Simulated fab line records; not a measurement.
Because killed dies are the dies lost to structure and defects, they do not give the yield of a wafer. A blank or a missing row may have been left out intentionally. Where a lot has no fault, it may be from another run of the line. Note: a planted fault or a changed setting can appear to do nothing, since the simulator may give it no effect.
Chamber matching    flow nand-harc    NHARC_A_CHANNEL_FILL_D2_ALD_25 on ald-hk-01: 4 sister chambers
The step deposits SiOx, target thk 60 nm, pulse time 10 s, ald cycles 600. 22 wafers are shown with their chamber, then 11 later ones without.

== WAFERS PAIRED WITH THEIR CHAMBERS ==
wafer   chamber  heater-power-w (W)  precursor-pulse-height-rel  susceptor-temp-C (C)
L075.4  3        521                 0.999                       300.19
L075.3  1        470                 0.971                       299.90
L075.5  2        429                 1.003                       299.91
L078.2  3        539                 1.002                       299.74
L078.4  0        483                 0.997                       300.16
L078.6  3        530                 0.973                       299.91
L080.4  3        530                 1.022                       300.15
L080.5  2        457                 0.989                       299.91
L080.6  1        481                 0.981                       300.02
L081.1  3        533                 1.002                       300.37
L081.2  0        473                 1.005                       299.93
L081.5  2        445                 0.993                       299.80
L082.1  2        444                 0.995                       299.82
L082.4  3        539                 0.993                       300.04
L082.5  2        439                 1.041                       299.76
L084.1  0        482                 1.013                       300.21
L084.3  3        536                 0.982                       300.03
L084.5  3        539                 0.989                       300.01
L085.1  0        479                 1.005                       300.12
L085.2  3        529                 0.987                       299.93
L085.5  0        471                 0.991                       299.64
L087.3  0        480                 0.995                       300.02

SIGNATURES, as means of the wafers listed above
reading                     chamber 0  chamber 1  chamber 2  chamber 3  scatter within a chamber
heater-power-w              478.00     475.50     442.80     532.89     7.02
precursor-pulse-height-rel  1.00100    0.97600    1.00420    0.99433    0.0145
susceptor-temp-C            300.0133   299.9600   299.8400   300.0411   0.168
Rule: for each reading, subtract the chamber's mean from the wafer's reading, divide by that reading's scatter and square the result; add these up over the readings and take the root, which gives the wafer's distance from the chamber. The wafer belongs to the nearest chamber; if the next one is less than 2 further off, it can't be placed. The scatter: the root of (the sum of the squares of (reading less its chamber's mean) over the shown wafers, divided by (wafers less chambers)).

== WAFERS WITHOUT THEIR CHAMBER ==
wafer   heater-power-w (W)  precursor-pulse-height-rel  susceptor-temp-C (C)
L087.4  480                 0.966                       300.08
L087.6  472                 0.990                       300.06
L089.1  470                 0.984                       299.91
L089.3  521                 1.000                       300.02
L089.4  493                 0.989                       300.42
L091.1  438                 1.019                       300.31
L091.3  480                 0.979                       300.16
L091.4  520                 1.030                       299.98
L097.3  514                 1.010                       299.69
L097.2  470                 0.976                       300.03
L097.5  435                 0.986                       300.27

== EACH ONE'S CHAMBER ==
wafer   from the rows above      in truth
L087.4  can't be placed: 1 or 0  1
L087.6  can't be placed: 0 or 1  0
L089.1  can't be placed: 1 or 0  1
L089.3  3                        3
L089.4  can't be placed: 0 or 1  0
L091.1  2                        2
L091.3  can't be placed: 1 or 0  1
L091.4  3                        3
L097.3  can't be placed: 3 or 0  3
L097.2  can't be placed: 1 or 0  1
L097.5  2                        2
Correctly placed: 4 of 11. Cannot be placed on the basis of these rows: 7; the candidates contain the true chamber in 7. Number placed wrongly: 0.
